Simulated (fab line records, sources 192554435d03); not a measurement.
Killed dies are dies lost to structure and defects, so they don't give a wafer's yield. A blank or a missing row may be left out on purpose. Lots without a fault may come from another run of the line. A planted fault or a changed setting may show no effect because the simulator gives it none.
fab line records | flow n5_finfet
record lots=8 wafers=24 last_day=19
route steps=1938 shown DUMMY_GATE@214 SPACER0@260 SD_EPI_N@272 BEOL_M4@1111 PASSIVATION@1936
lots that met no fault: from a run of the same line without faults
start_h: hours from the record's first day to the start of the lot's first wafer shown | wait_h: hours since the lot's step before | " the same as in the row above | L1.1+2: a row that stands for several wafers | - no value, or no start given | * or withheld: withheld | < > ~ a bound
route shown NAME@n: a module of which the file shows steps, and the number in the route of the first | usual: mean/standard deviation of fault-free wafers | same: alike in all rows | chamber/n: place in a boat | sites: the reading at each site | _std_site: their standard deviation | _edge_site: outer sites' mean less inner sites' | radius_mm: how far each site lies from the wafer's centre | mask NAME#n: copy n | behind: the tool/chamber that last shaped the wafer | hold: why the lot was held/for how many hours/how that ended | device: the transistor (n, p or np) that didn't switch | end of line: the same wafers' tests at the end of the route | a step without rows: its recipe alone | killed: dies lost to structure and defects at the first sort, not the wafer's yield | map: a wafer's dies, x killed, . not, _ none there
set.NAME: the setting as run; set.NAME@STEP: as run at that earlier step | model.NAME: the simulator's own value behind a step, which no gauge read
steps of the route over a sample of lots; a table a step, a row a wafer
services: from which hour (start_h, from the record's first day; less than 0 if before it) a tool's chamber was out of use, for how many hours, and why
## steps
# step N5_DUMMY_GATE_ALD_02
# recipe material=SiO2 target_thk_a=20 temp_c=300 ald_precursor_family=BDEAS ald_co_reactant=O2-plasma pulse_time_s=1 pressure_torr=2
# usual heater_power_w=463/40 precursor_pulse_height_rel=1.001/0.018
# columns lot.wafer tool chamber start_h wait_h heater_power_w precursor_pulse_height_rel
L421.2 ald_sin-03 2 42.76 0.1 438 1.026
L421.4 " 0 " " 429 1.019
L421.5 " 0 " " 418 0.996
L427.3 ald_sin-03 0 79.55 0.1 431 1.011
L427.5 " 2 " " 435 0.985
L427.6 " 1 " " 485 1.001
L431.4 ald_sin-01 2 106.18 0.0 453 0.957
L431.5 " 0 " " 489 1.017
L431.6 " 3 " " 550 1.011
L432.2 ald_sin-03 0 112.72 0.1 437 0.971
L432.5 " 2 " " 452 0.987
L432.6 " 1 " " 504 1.017
L433.4 ald_sin-04 1 117.10 0.3 420 0.997
L433.5 " 3 " " 421 1.023
L433.6 " 2 " " 440 1.020
L438.1 ald_sin-03 1 145.52 0.0 502 0.982
L438.3 " 3 " " 482 1.020
L438.5 " 1 " " 492 0.999
L440.1 ald_sin-01 2 158.88 0.2 448 1.004
L440.2 " 0 " " 474 1.000
L440.5 " 0 " " 486 0.983
L443.3 ald_sin-04 1 175.98 0.8 423 1.018
L443.4 " 3 " " 429 1.028
L443.5 " 2 " " 452 1.008
# step N5_DUMMY_GATE_TRIM_49
# recipe chemistry=O2 resist=SOC time_s=29 target_cd_nm=14 source_power_w=300 bias_power_w=0 O2_flow_sccm=100 temp_c=20
# usual drypump_motor_current_A=6.0/0.46 oes_product_au=1.001/0.016 temp_c=20.01/0.1 throttle_valve_pct=8.19/0.11
# columns lot.wafer tool chamber start_h wait_h drypump_motor_current_A oes_product_au rf_hours_counter_h temp_c throttle_valve_pct
L421.2 rie_si-04 3 55.26 0.0 6.0 1.011 124 19.86 8.23
L421.4 " 1 " " 5.9 0.987 7 19.95 8.11
L421.5 " 0 " " 6.1 1.030 - 19.95 8.26
L427.3 rie_si-04 2 88.28 0.0 6.4 1.015 1 20.07 8.28
L427.5 " 0 " " 6.2 1.033 - 19.86 8.25
L427.6 " 1 " " 6.0 0.994 - 19.99 8.11
L431.4 rie_si-04 0 115.06 0.0 6.1 1.024 40 20.11 8.26
L431.5 " 3 " " 6.0 1.019 - 19.91 8.21
L431.6 " 0 " " 6.2 1.031 - 20.16 8.26
L432.2 rie_si-04 1 125.29 0.0 5.9 0.993 8 19.95 8.11
L432.5 " 3 " " 6.0 1.006 - 20.22 8.22
L432.6 " 2 " " 6.4 1.011 - 19.95 8.27
L433.4 rie_si-03 2 125.86 0.0 5.7 0.994 183 20.05 8.12
L433.5 " 1 " " 6.5 1.003 - 20.01 8.20
L433.6 " 0 " " 5.1 0.979 - 20.20 8.15
L438.1 rie_si-01 0 154.39 0.0 6.5 0.990 0 20.03 8.08
L438.3 " 2 " " 6.3 0.988 47 19.90 8.21
L438.5 " 2 " " 6.3 0.981 - 19.96 8.20
L440.1 rie_si-04 3 167.62 0.0 6.0 1.008 126 20.06 8.23
L440.2 " 1 " " 5.9 1.002 9 20.01 8.12
L440.5 " 2 " " 6.4 1.020 - 19.87 8.27
L443.3 rie_si-04 3 184.98 0.0 6.0 1.006 126 20.06 8.21
L443.4 " 2 " " 6.4 1.012 2 20.02 8.24
L443.5 " 3 " " 6.0 0.997 - 20.05 8.24
# step N5_DUMMY_GATE_ETCH_32
# recipe chemistry=CF4 target=SiO2 target_depth_a=35 time_s=3.9 ion_energy_ev=350 pressure_mtorr=10 icp_w=800 bias_w=400 cf4_flow_sccm=80
# usual drypump_motor_current_A=5.9/0.56 oes_product_au=0.998/0.019 throttle_valve_pct=21.82/0.27
# columns lot.wafer tool chamber start_h wait_h drypump_motor_current_A oes_product_au rf_hours_counter_h throttle_valve_pct
L421.2 rie_si-01 2 55.70 0.1 6.3 0.991 44 22.11
L421.4 " 0 " " 6.5 0.986 - 21.73
L421.5 " 1 " " 4.9 0.989 - 21.37
L427.3 rie_si-01 2 88.73 0.1 6.3 0.976 45 22.13
L427.5 " 1 " " 4.9 0.989 - 21.38
L427.6 " 0 " " 6.5 0.973 - 21.76
L431.4 rie_si-01 1 115.52 0.1 4.9 0.993 - 21.39
L431.5 " 3 " " 5.7 0.991 - 21.75
L431.6 " 2 " " 6.3 0.983 - 22.12
L432.2 rie_si-01 3 125.83 0.1 5.7 0.993 91 21.75
L432.5 " 1 " " 4.9 0.996 - 21.38
L432.6 " 3 " " 5.7 0.989 - 21.75
L433.4 rie_si-01 3 126.55 0.0 5.7 0.984 - 21.74
L433.5 " 2 " " 6.3 0.981 - 22.13
L433.6 " 1 " " 4.9 0.990 - 21.39
L438.1 rie_si-03 2 155.10 0.1 5.7 1.016 183 21.43
L438.3 " 0 " " 5.1 0.959 5 21.81
L438.5 " 0 " " 5.1 0.973 - 21.80
L440.1 rie_si-03 1 168.30 0.1 6.6 0.974 72 22.03
L440.2 " 0 " " 5.1 0.977 5 21.81
L440.5 " 2 " " 5.7 1.018 - 21.44
L443.3 rie_si-01 2 185.45 0.1 6.3 0.993 47 22.11
L443.4 " 3 " " 5.7 0.986 92 21.75
L443.5 " 1 " " 4.9 0.995 - 21.40
# step N5_DUMMY_GATE_INSPECT_27
# recipe inspect_instrument=brightfield mode=aei
# usual raw_defect_count=328/96
# columns lot.wafer tool chamber start_h wait_h raw_defect_count
L421.2 defect_inspect-01 - 56.19 0.0 183
L421.4 " - " " 302
L421.5 " - " " 219
L427.3 defect_inspect-01 - 89.22 0.0 197
L427.5 " - " " 172
L427.6 " - " " 232
L431.4 defect_inspect-01 - 115.99 0.0 620
L431.5 " - " " 585
L431.6 " - " " 664
L432.2 defect_inspect-02 - 126.50 0.0 701
L432.5 " - " " 631
L432.6 " - " " 581
L433.4 defect_inspect-01 - 127.02 0.0 832
L433.5 " - " " 693
L433.6 " - " " 652
L438.1 defect_inspect-01 - 155.85 0.0 347
L438.3 " - " " 208
L438.5 " - " " 278
L440.1 defect_inspect-01 - 169.15 0.0 164
L440.2 " - " " 227
L440.5 " - " " 194
L443.3 defect_inspect-01 - 185.94 0.0 376
L443.4 " - " " 222
L443.5 " - " " 279
# step N5_SPACER0_ALD_08
# recipe material=SiNx target_thk_a=20 temp_c=400 ald_precursor_family=SiH2I2 ald_co_reactant=N2/H2-plasma pressure_torr=2
# usual heater_power_w=832/76
# columns lot.wafer tool chamber start_h wait_h heater_power_w
L421.2 ald_sin-02 0 56.63 0.1 924
L421.4 " 2 " " 876
L421.5 " 3 " " 850
L427.3 ald_sin-04 3 90.85 0.1 762
L427.5 " 3 " " 746
L427.6 " 2 " " 782
L431.4 ald_sin-04 1 116.43 0.1 757
L431.5 " 2 " " 782
L431.6 " 3 " " 772
L432.2 ald_sin-01 1 126.94 0.1 884
L432.5 " 0 " " 869
L432.6 " 3 " " 1039
L433.4 ald_sin-01 0 127.48 0.1 848
L433.5 " 0 " " 849
L433.6 " 3 " " 1002
L438.1 ald_sin-02 0 156.30 0.1 907
L438.3 " 2 " " 939
L438.5 " 0 " " 919
L440.1 ald_sin-02 1 169.73 0.1 943
L440.2 " 0 " " 892
L440.5 " 0 " " 895
L443.3 ald_sin-04 1 186.78 0.1 758
L443.4 " 2 " " 789
L443.5 " 0 " " 825
# step N5_SPACER0_INSPECT_04
# recipe inspect_instrument=darkfield mode=post_dep
# usual raw_defect_count=151/42
# columns lot.wafer tool chamber start_h wait_h raw_defect_count
L421.2 defect_inspect-02 - 56.79 0.1 84
L421.4 " - " " 145
L421.5 " - " " 90
L427.3 defect_inspect-02 - 91.00 0.1 127
L427.5 " - " " 79
L427.6 " - " " 99
L431.4 defect_inspect-02 - 116.59 0.1 452
L431.5 " - " " 414
L431.6 " - " " 474
L432.2 defect_inspect-01 - 127.10 0.1 499
L432.5 " - " " 447
L432.6 " - " " 463
L433.4 defect_inspect-02 - 127.64 0.1 518
L433.5 " - " " 496
L433.6 " - " " 471
L438.1 defect_inspect-01 - 156.45 0.1 134
L438.3 " - " " 85
L438.5 " - " " 132
L440.1 defect_inspect-01 - 169.89 0.1 62
L440.2 " - " " 91
L440.5 " - " " 95
L443.3 defect_inspect-01 - 186.93 0.1 149
L443.4 " - " " 100
L443.5 " - " " 118
# step N5_SD_EPI_N_INSPECT_11
# recipe mode=adi inspect_instrument=macro
# usual raw_defect_count=1.8/1.3
# columns lot.wafer tool chamber start_h wait_h raw_defect_count
L421.2 defect_inspect-01 - 57.25 0.0 1
L421.4 " - " " 2
L421.5 " - " " 3
L427.3 defect_inspect-01 - 91.46 0.0 0
L427.5 " - " " 3
L427.6 " - " " 2
L431.4 defect_inspect-01 - 117.04 0.0 >300
L431.5 " - " " 298
L431.6 " - " " >300
L432.2 defect_inspect-01 - 127.43 0.0 >300
L432.5 " - " " >300
L432.6 " - " " >300
L433.4 defect_inspect-01 - 128.09 0.0 >300
L433.5 " - " " >300
L433.6 " - " " >300
L438.1 defect_inspect-01 - 156.92 0.0 1
L438.3 " - " " 4
L438.5 " - " " 3
L440.1 defect_inspect-02 - 170.21 0.0 1
L440.2 " - " " 0
L440.5 " - " " 1
L443.3 defect_inspect-01 - 187.26 0.0 1
L443.4 " - " " 2
L443.5 " - " " 3
# step N5_SD_EPI_N_INSPECT_26
# recipe inspect_instrument=darkfield mode=post_epi
# usual raw_defect_count=225/48
# columns lot.wafer tool chamber start_h wait_h raw_defect_count
L421.2 defect_inspect-01 - 61.55 0.1 218
L421.4 " - " " 203
L421.5 " - " " 143
L427.3 defect_inspect-01 - 95.45 0.1 203
L427.5 " - " " 133
L427.6 " - " " 156
L431.4 defect_inspect-01 - 122.21 0.2 531
L431.5 " - " " 444
L431.6 " - " " 527
L433.4 defect_inspect-02 - 132.91 0.1 575
L433.5 " - " " 538
L433.6 " - " " 518
L432.2 defect_inspect-01 - 133.12 0.1 549
L432.5 " - " " 515
L432.6 " - " " 541
L438.1 defect_inspect-01 - 160.96 0.1 210
L438.3 " - " " 148
L438.5 " - " " 180
L440.1 defect_inspect-02 - 174.32 0.1 100
L440.2 " - " " 169
L440.5 " - " " 165
L443.3 defect_inspect-01 - 191.35 0.1 191
L443.4 " - " " 130
L443.5 " - " " 195
# step N5_BEOL_M4_RC_MEAS_101
# usual DIBL_N=36.6/1.9 DIBL_P=36.7/2.2 IOFF_N=0.16/0.035 IOFF_P=0.22/0.038 ION_N=672/14 ION_P=462/8.3 SS_N=71.6/0.65 SS_P=73.5/0.72 VT_N=250/3.5 VT_P=-250/3.1
# columns lot.wafer tool chamber start_h wait_h DIBL_N[mV/V] DIBL_P[mV/V] IOFF_N[nA/um] IOFF_P[nA/um] ION_N[uA/um] ION_P[uA/um] SS_N[mV/dec] SS_P[mV/dec] VT_N[mV] VT_P[mV]
L421.2 prober-02 0 202.64 0.2 37.8 36.2 0.15 0.21 666 459 71.6 72.7 250 -249
L421.4 " 0 " " 42.0 40.1 0.27 0.27 682 458 73.9 74.7 245 -249
L421.5 " 0 " " 34.8 33.9 0.13 0.18 680 468 71.1 72.6 252 -251
L427.3 prober-01 0 237.16 0.3 35.9 35.8 0.14 0.16 675 454 71.9 73.2 254 -256
L427.5 " 0 " " 37.0 38.1 0.17 0.21 661 455 71.1 74.0 250 -252
L427.6 " 0 " " 38.1 38.4 0.18 0.22 685 465 72.2 74.1 250 -254
L431.4 prober-01 0 254.94 0.5 32.7 34.8 0.12 0.18 655 459 70.9 72.7 252 -252
L431.5 " 0 " " 36.4 38.2 0.18 0.23 670 466 72.2 73.1 249 -249
L431.6 " 0 " " 33.4 34.6 0.12 0.18 665 460 71.6 72.6 253 -252
L432.2 prober-01 0 257.68 0.2 39.4 38.3 0.19 0.29 660 458 72.1 74.2 249 -245
L432.5 " 0 " " 37.4 34.6 0.15 0.22 660 462 71.8 73.2 252 -248
L432.6 " 0 " " 37.5 36.3 0.16 0.26 674 468 72.5 73.5 251 -248
L433.4 prober-01 0 272.38 0.5 35.5 35.2 0.13 0.18 650 451 71.8 73.1 252 -251
L433.5 " 0 " " 33.3 32.9 0.11 0.16 656 459 70.9 72.7 254 -254
L433.6 " 0 " " 35.3 34.6 0.14 0.18 665 452 71.5 73.1 253 -251
L438.1 prober-02 0 301.59 0.0 38.5 37.6 0.19 0.21 674 453 72.4 74.1 246 -251
L438.3 " 0 " " 39.1 38.6 0.21 0.23 693 471 72.5 74.6 247 -252
L438.5 " 0 " " 37.1 36.5 0.17 0.20 686 466 71.5 73.9 246 -253
L440.1 prober-01 0 319.10 0.0 37.4 38.4 0.16 0.22 678 468 71.0 74.4 251 -249
L440.2 " 0 " " 37.4 38.9 0.17 0.25 667 455 71.4 73.9 253 -247
L440.5 " 0 " " 38.9 38.7 0.18 0.24 654 452 72.4 74.9 254 -249
L443.3 prober-01 0 328.16 0.3 37.0 38.4 0.17 0.22 674 467 71.4 73.3 251 -250
L443.4 " 0 " " 36.8 38.0 0.17 0.24 676 459 72.2 74.1 248 -248
L443.5 " 0 " " 38.7 39.6 0.20 0.26 694 470 72.2 73.6 249 -248
# step N5_PASSIVATION_PROBE_49
# usual defect_limited_yield=91.6/1.4 killed_at_M0_to_M3=35/10 killed_at_M4_up=13/4.8 killed_at_contacts=12/7.2 killed_at_front_end=36/12 killed_at_other=4/3.1 killed_dies=100/17 killed_on_rim=13/4.2 killed_open=66/13 killed_short=32/7.3 sort_bin_4_leakage=0.00/0.0099 sort_bin_5_function=5.0/0.94 sort_bin_6_memory=3.1/0.67 sort_n_pass=1080/17 sort_yield_pct=91.6/1.4
# same gross_dies=1180 killed_at_back_side=0 sort_bin_8_speed[%]=0
# columns lot.wafer tool chamber start_h wait_h defect_limited_yield[%] killed_at_M0_to_M3 killed_at_M4_up killed_at_contacts killed_at_front_end killed_at_other killed_dies killed_on_rim killed_open killed_short sort_bin_4_leakage[%] sort_bin_5_function[%] sort_bin_6_memory[%] sort_n_pass sort_yield_pct[%]
L421.2 prober-02 - 311.78 0.1 91.5 43 11 20 24 2 100 12 64 36 0 4.5 3.4 1080 91.5
L421.4 prober-02 - 311.88 0.2 90.9 47 14 8 35 3 107 19 69 38 0.08 5.3 3.7 1072 90.8
L421.5 prober-02 - 311.93 0.2 89.5 60 16 15 31 2 124 19 69 51 0 6.3 3.7 1056 89.5
L427.3 prober-01 - 356.88 0.1 89.7 32 8 16 65 0 121 15 83 37 0 5.8 4.0 1059 89.7
L427.5 prober-01 - 356.98 0.2 91.5 20 17 20 39 4 100 14 76 24 0 5.1 3.0 1080 91.5
L427.6 prober-01 - 357.03 0.3 91.8 33 19 8 31 6 97 10 68 29 0 5.7 2.5 1083 91.8
L431.4 prober-02 - 376.90 0.2 88.4 44 12 7 61 13 137 27 66 32 0 6.8 3.5 1043 88.4
L431.5 prober-02 - 376.95 0.2 86.7 35 16 9 90 7 157 29 58 31 0 8.3 4.2 1023 86.7
L431.6 prober-02 - 377.00 0.3 82.6 36 17 10 133 9 205 30 74 37 0 11.5 4.2 975 82.6
L432.2 prober-02 - 377.10 0.4 86.4 44 14 6 91 6 161 28 60 34 0 8.9 3.6 1019 86.4
L432.5 prober-02 - 377.25 0.5 88.2 39 15 4 80 1 139 24 59 36 0 7.5 3.1 1041 88.2
L432.6 prober-02 - 377.30 0.6 87.0 41 8 4 96 4 153 22 59 25 0 8.6 3.5 1027 87.0
L433.4 prober-01 - 389.16 0.2 86.8 25 11 15 98 7 156 24 54 36 0 7.3 3.6 1024 86.8
L433.5 prober-01 - 389.21 0.2 83.5 45 18 7 118 7 195 16 65 33 0 10.8 4.4 985 83.5
L433.6 prober-01 - 389.26 0.3 88.6 28 14 7 80 5 134 24 64 30 0 7.6 2.9 1046 88.6
L438.1 prober-02 - 427.98 0.0 92.2 28 12 5 44 3 92 7 61 30 0 5.2 2.0 1088 92.2
L438.3 prober-02 - 428.08 0.1 92.0 37 16 13 25 3 94 16 61 33 0 4.9 2.7 1086 92.0
L438.5 prober-02 - 428.18 0.2 91.1 23 20 4 56 2 105 14 80 25 0 5.7 3.1 1075 91.1
L440.1 prober-02 - 438.54 0.0 94.6 23 9 6 25 1 64 7 44 20 0 3.0 1.9 1116 94.6
L440.2 prober-02 - 438.59 0.1 93.5 35 10 11 19 2 77 15 49 28 0 3.4 2.6 1103 93.5
L440.5 prober-02 - 438.74 0.2 92.8 38 9 5 31 2 85 7 56 29 0 3.4 3.6 1095 92.8
L443.3 prober-02 - 448.85 0.1 92.1 22 17 19 32 3 93 18 62 30 0 4.5 3.1 1087 92.1
L443.4 prober-02 - 448.90 0.2 90.5 26 16 18 49 3 112 17 71 41 0 6.0 2.7 1068 90.5
L443.5 prober-02 - 448.95 0.2 90.0 50 16 21 23 8 118 18 83 35 0 5.8 3.7 1062 90.0
# killed by level:class
L421.2 MOL_CONTACT_COAG:geometric_particle:open=15 BEOL_M0_SAQP:geometric_particle:short=10 BEOL_M0_SAQP:geometric_particle:open=7 BEOL_M1:geometric_particle:open=7 BEOL_M2:geometric_particle:short=6 MOL_CONTACT_COAG:geometric_particle:short=5 BEOL_M3:geometric_particle:open=5 STARTING-WAFER:geometric_particle:open=5
L421.4 BEOL_M0_SAQP:geometric_particle:open=10 BEOL_M0_SAQP:geometric_particle:short=10 BEOL_M1:geometric_particle:open=9 FIN_SAQP:geometric_particle:open=8 MOL_CONTACT_COAG:geometric_particle:open=8 BEOL_M4:geometric_particle:open=7 FIN_SAQP:geometric_particle:short=6 BEOL_M2:geometric_particle:open=6
L421.5 FIN_SAQP:geometric_particle:short=18 BEOL_M2:geometric_particle:open=14 BEOL_M0_SAQP:geometric_particle:short=13 MOL_CONTACT_COAG:geometric_particle:open=13 BEOL_M3:geometric_particle:open=10 BEOL_M0_SAQP:geometric_particle:open=8 BEOL_M2:geometric_particle:short=7 FIN_SAQP:geometric_particle:open=5
L427.3 STI_FIN_REVEAL:geometric_particle:open=25 MOL_CONTACT_COAG:geometric_particle:open=13 FIN_SAQP:geometric_particle:open=12 BEOL_M0_SAQP:geometric_particle:short=9 BEOL_M0_SAQP:geometric_particle:open=8 BEOL_M3:geometric_particle:open=6 BEOL_M3:geometric_particle:short=6 STARTING-WAFER:geometric_particle:short=5
L427.5 MOL_CONTACT_COAG:geometric_particle:open=16 STI_FIN_REVEAL:geometric_particle:open=13 BEOL_M4:geometric_particle:open=11 FIN_SAQP:geometric_particle:open=7 FIN_SAQP:geometric_particle:short=6 BEOL_M0_SAQP:geometric_particle:open=6 BEOL_M0_SAQP:geometric_particle:short=5 MOL_CONTACT_COAG:geometric_particle:short=4
L427.6 STI_FIN_REVEAL:geometric_particle:open=10 BEOL_M0_SAQP:geometric_particle:short=10 BEOL_M4:geometric_particle:open=10 BEOL_M0_SAQP:geometric_particle:open=9 MOL_CONTACT_COAG:geometric_particle:open=7 FIN_SAQP:geometric_particle:open=5 BEOL_M3:geometric_particle:open=5 ILD0:geometric_particle:short=4
L431.4 DUMMY_GATE:unspecified=39 BEOL_M0_SAQP:geometric_particle:open=10 BEOL_M3:geometric_particle:open=9 FIN_SAQP:geometric_particle:open=7 BEOL_M2:geometric_particle:open=6 MIM_TOP_ETCH:geometric_particle:open=6 BEOL_M3:geometric_particle:short=5 MOL_CONTACT_COAG:geometric_particle:open=4
L431.5 DUMMY_GATE:unspecified=68 BEOL_M2:geometric_particle:open=9 BEOL_M3:geometric_particle:open=8 MOL_CONTACT_COAG:geometric_particle:open=7 FIN_SAQP:geometric_particle:open=5 BEOL_M0_SAQP:geometric_particle:open=5 BEOL_M4:geometric_particle:short=5 BEOL_M5:geometric_particle:open=5
L431.6 DUMMY_GATE:unspecified=94 FIN_SAQP:geometric_particle:open=12 MOL_CONTACT_COAG:geometric_particle:open=8 BEOL_M0_SAQP:geometric_particle:short=7 BEOL_M0_SAQP:geometric_particle:open=7 BEOL_M3:geometric_particle:open=7 FIN_SAQP:geometric_particle:short=6 BEOL_M5:geometric_particle:open=6
L432.2 DUMMY_GATE:unspecified=66 BEOL_M3:geometric_particle:open=14 BEOL_M0_SAQP:geometric_particle:short=12 BEOL_M0_SAQP:geometric_particle:open=9 BEOL_M4:geometric_particle:open=8 FIN_SAQP:geometric_particle:short=6 FIN_SAQP:geometric_particle:open=5 MOL_CONTACT_COAG:geometric_particle:open=5
L432.5 DUMMY_GATE:unspecified=43 BEOL_M0_SAQP:geometric_particle:short=10 FIN_SAQP:geometric_particle:short=9 BEOL_M4:geometric_particle:open=9 BEOL_M0_SAQP:geometric_particle:open=7 BEOL_M2:geometric_particle:open=7 FIN_SAQP:geometric_particle:open=6 BEOL_M0:geometric_particle:open=5
L432.6 DUMMY_GATE:unspecified=69 BEOL_M2:geometric_particle:open=18 ILD0:geometric_particle:short=6 BEOL_M0:geometric_particle:open=6 BEOL_M3:geometric_particle:open=6 DUMMY_GATE:geometric_particle:open=5 BEOL_M0_SAQP:geometric_particle:short=4 FIN_SAQP:geometric_particle:open=3
L433.4 DUMMY_GATE:unspecified=66 MOL_CONTACT_COAG:geometric_particle:open=12 BEOL_M0_SAQP:geometric_particle:short=9 FIN_SAQP:geometric_particle:short=7 GATE_CUT:geometric_particle:open=7 BEOL_M1:geometric_particle:open=6 FIN_SAQP:geometric_particle:open=4 BEOL_M0_SAQP:geometric_particle:open=4
L433.5 DUMMY_GATE:unspecified=95 BEOL_M0_SAQP:geometric_particle:open=13 BEOL_M0_SAQP:geometric_particle:short=10 FIN_SAQP:geometric_particle:short=8 BEOL_M1:geometric_particle:open=8 MOL_CONTACT_COAG:geometric_particle:open=6 STI_FIN_REVEAL:geometric_particle:open=5 BEOL_M7:geometric_particle:open=5
L433.6 DUMMY_GATE:unspecified=40 FIN_SAQP:geometric_particle:open=10 BEOL_M0:geometric_particle:open=8 MOL_CONTACT_COAG:geometric_particle:open=6 BEOL_M1:geometric_particle:open=6 FIN_SAQP:geometric_particle:short=5 GATE_CUT:geometric_particle:open=5 STI_FIN_REVEAL:geometric_particle:open=4
L438.1 BEOL_M2:geometric_particle:open=12 STI_FIN_REVEAL:geometric_particle:open=10 GATE_CUT:geometric_particle:short=8 BEOL_M0_SAQP:geometric_particle:open=6 DUMMY_GATE:geometric_particle:open=5 FIN_SAQP:geometric_particle:short=4 MOL_CONTACT_COAG:geometric_particle:open=4 GATE_CUT:geometric_particle:open=4
L438.3 BEOL_M2:geometric_particle:open=10 MOL_CONTACT_COAG:geometric_particle:open=9 STI_FIN_REVEAL:geometric_particle:open=7 BEOL_M0_SAQP:geometric_particle:open=7 GATE_CUT:geometric_particle:short=5 BEOL_M4:geometric_particle:open=5 MOL_CONTACT_COAG:geometric_particle:short=4 BEOL_M0_SAQP:geometric_particle:short=4
L438.5 STI_FIN_REVEAL:geometric_particle:open=23 BEOL_M4:geometric_particle:open=12 FIN_SAQP:geometric_particle:open=11 BEOL_M0_SAQP:geometric_particle:open=7 STI_FIN_REVEAL:geometric_particle:short=5 GATE_CUT:geometric_particle:short=4 BEOL_M0_SAQP:geometric_particle:short=4 BEOL_M2:geometric_particle:open=4
L440.1 FIN_SAQP:geometric_particle:open=7 FIN_SAQP:geometric_particle:short=6 BEOL_M1:geometric_particle:open=6 MOL_CONTACT_COAG:geometric_particle:open=5 BEOL_M0_SAQP:geometric_particle:open=5 BEOL_M0_SAQP:geometric_particle:short=4 BEOL_M3:geometric_particle:open=3 BEOL_M7:geometric_particle:open=3
L440.2 BEOL_M0_SAQP:geometric_particle:open=11 MOL_CONTACT_COAG:geometric_particle:open=9 FIN_SAQP:geometric_particle:short=5 BEOL_M0_SAQP:geometric_particle:short=5 BEOL_M3:geometric_particle:open=5 BEOL_M2:geometric_particle:open=4 BEOL_M5:geometric_particle:open=4 FIN_SAQP:geometric_particle:open=3
L440.5 BEOL_M0_SAQP:geometric_particle:open=12 BEOL_M2:geometric_particle:open=8 FIN_SAQP:geometric_particle:short=8 BEOL_M0_SAQP:geometric_particle:short=7 FIN_SAQP:geometric_particle:open=4 DUMMY_GATE:geometric_particle:open=4 BEOL_M1:geometric_particle:open=4 BEOL_M5:geometric_particle:open=4
L443.3 MOL_CONTACT_COAG:geometric_particle:open=13 FIN_SAQP:geometric_particle:open=7 GATE_CUT:geometric_particle:open=6 MOL_CONTACT_COAG:geometric_particle:short=6 BEOL_M2:geometric_particle:open=5 BEOL_M0_SAQP:geometric_particle:short=5 STARTING-WAFER:geometric_particle:open=5 BEOL_M0:geometric_particle:open=4
L443.4 MOL_CONTACT_COAG:geometric_particle:open=15 FIN_SAQP:geometric_particle:short=11 BEOL_M1:geometric_particle:open=9 GATE_CUT:geometric_particle:short=8 BEOL_M4:geometric_particle:open=8 FIN_SAQP:geometric_particle:open=7 GATE_CUT:geometric_particle:open=6 BEOL_M0_SAQP:geometric_particle:short=6
L443.5 MOL_CONTACT_COAG:geometric_particle:open=18 BEOL_M0_SAQP:geometric_particle:short=12 BEOL_M0_SAQP:geometric_particle:open=11 BEOL_M0:geometric_particle:open=10 BEOL_M3:geometric_particle:open=6 FIN_SAQP:geometric_particle:open=5 STI_FIN_REVEAL:geometric_particle:open=5 MIM_TOP:geometric_particle:open=5
## services
# columns tool chamber start_h hours kind
ald_sin-04 - 23.07 0.4 repair
ald_sin-04 - 27.87 1.5 repair
rie_si-04 2 33.31 - clean
rie_si-04 2 33.31 15.9 scheduled_down
rie_si-04 2 33.31 15.9 vent_cycle
rie_si-01 3 51.18 5.7 repair
rie_si-03 1 55.40 6.2 repair
ald_sin-03 - 85.25 14.0 pm
ald_sin-03 0 85.25 14.0 vent_cycle
ald_sin-03 1 85.25 14.0 vent_cycle
ald_sin-03 2 85.25 14.0 vent_cycle
ald_sin-03 3 85.25 14.0 vent_cycle
ald_sin-01 0 93.11 4.9 repair
rie_si-01 0 99.56 38.7 repair
ald_sin-01 - 112.30 2.8 pm
rie_si-03 2 120.54 1.2 repair
rie_si-01 0 138.26 - clean
rie_si-01 0 138.26 14.2 scheduled_down
rie_si-01 0 138.26 14.2 vent_cycle
ald_sin-04 2 141.60 3.9 repair
ald_sin-02 3 163.38 5.8 repair
rie_si-01 - 169.59 2.8 pm
rie_si-03 - 174.22 2.8 pm
ald_sin-02 - 177.80 14.0 pm
## key
first_sign step=N5_DUMMY_GATE_INSPECT_27 reading=raw_defect_count direction=up sigmas=3.5 usual=328 struck=662
effect step=N5_SPACER0_INSPECT_04 reading=raw_defect_count direction=up sigmas=7.6 usual=151 struck=470
effect step=N5_SD_EPI_N_INSPECT_11 reading=raw_defect_count direction=up sigmas=99+ usual=1.8 struck=>299.8
effect step=N5_SD_EPI_N_INSPECT_26 reading=raw_defect_count direction=up sigmas=6.3 usual=225 struck=526
effect step=N5_PASSIVATION_PROBE_49 reading=killed_at_front_end direction=up sigmas=4.8 usual=36 struck=94
more_kills_born_at N5_DUMMY_GATE_ETCH_32@rie_si-01=580
met_at N5_DUMMY_GATE_ETCH_32
struck_lots L431,L432,L433
not_acting_at N5_DUMMY_GATE_ALD_02,N5_DUMMY_GATE_TRIM_49,N5_SPACER0_ALD_08
onset_between 88.73 115.52
fault kind=chamber_particle_source tool=rie_si-01 chamber=- onset_h=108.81 steps=N5_DUMMY_GATE_ETCH_32 rate_per_visit_cm2=0.49166 end_h=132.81
